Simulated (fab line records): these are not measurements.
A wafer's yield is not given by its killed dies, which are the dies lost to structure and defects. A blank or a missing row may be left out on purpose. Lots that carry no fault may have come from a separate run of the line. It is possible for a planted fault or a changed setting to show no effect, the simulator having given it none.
Matching of chambers | flow n5_finfet | N5_BEOL_M13_ETCH_59 on rie_diel-02: 4 sister chambers
The step etches BARC in N2/H2, target depth 89 nm, overetch 26.7 nm, time 67.9 s. 8 wafers are shown with their chamber, then 9 later ones without.

WAFERS, EACH WITH ITS CHAMBER
wafer  | chamber | showerhead_plenum_p_Torr (Torr) | oes_product_au (a.u.)
L075.4 | 3       | 2.42                            | 0.60
L083.1 | 2       | 2.46                            | 0.69
L090.4 | 2       | 2.45                            | 0.67
L093.1 | 1       | 2.41                            | 0.61
L093.5 | 0       | 2.58                            | 0.75
L092.1 | 3       | 2.41                            | 0.59
L092.2 | 1       | 2.41                            | 0.61
L092.5 | 0       | 2.58                            | 0.74

WAFERS WITHOUT THEIR CHAMBER
wafer  | showerhead_plenum_p_Torr (Torr) | oes_product_au (a.u.)
L095.1 | 2.44                            | 0.67
L095.2 | 2.57                            | 0.72
L095.4 | 2.57                            | 0.73
L097.4 | 2.44                            | 0.66
L097.5 | 2.41                            | 0.60
L097.6 | 2.57                            | 0.72
L094.1 | 2.57                            | 0.71
L094.4 | 2.44                            | 0.66
L094.5 | 2.44                            | 0.66

THE CHAMBER EACH PASSED THROUGH
wafer  | from the rows above     | in truth
L095.1 | 2                       | 2
L095.2 | 0                       | 0
L095.4 | 0                       | 0
L097.4 | 2                       | 2
L097.5 | can't be placed: 3 or 1 | 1
L097.6 | 0                       | 0
L094.1 | 0                       | 0
L094.4 | 2                       | 2
L094.5 | 2                       | 2
8 of 9 placed correctly. These rows do not allow placing 1 (true chamber among the candidates in 1). 0 placed wrongly.
How it was worked out, from the rows above alone: a wafer's distance from a chamber is the root of the sum, over the readings, of the square of ((its reading less the chamber's mean) divided by the reading's scatter). If the next closest chamber is less than 2 further off than the closest, the wafer can't be placed; otherwise it belongs to the closest. A chamber's mean is the mean of its shown wafers. How the scatter is found: for the shown wafers, subtract from each reading the mean of its chamber, square and add these, divide the total by (wafers less chambers), then take the root.
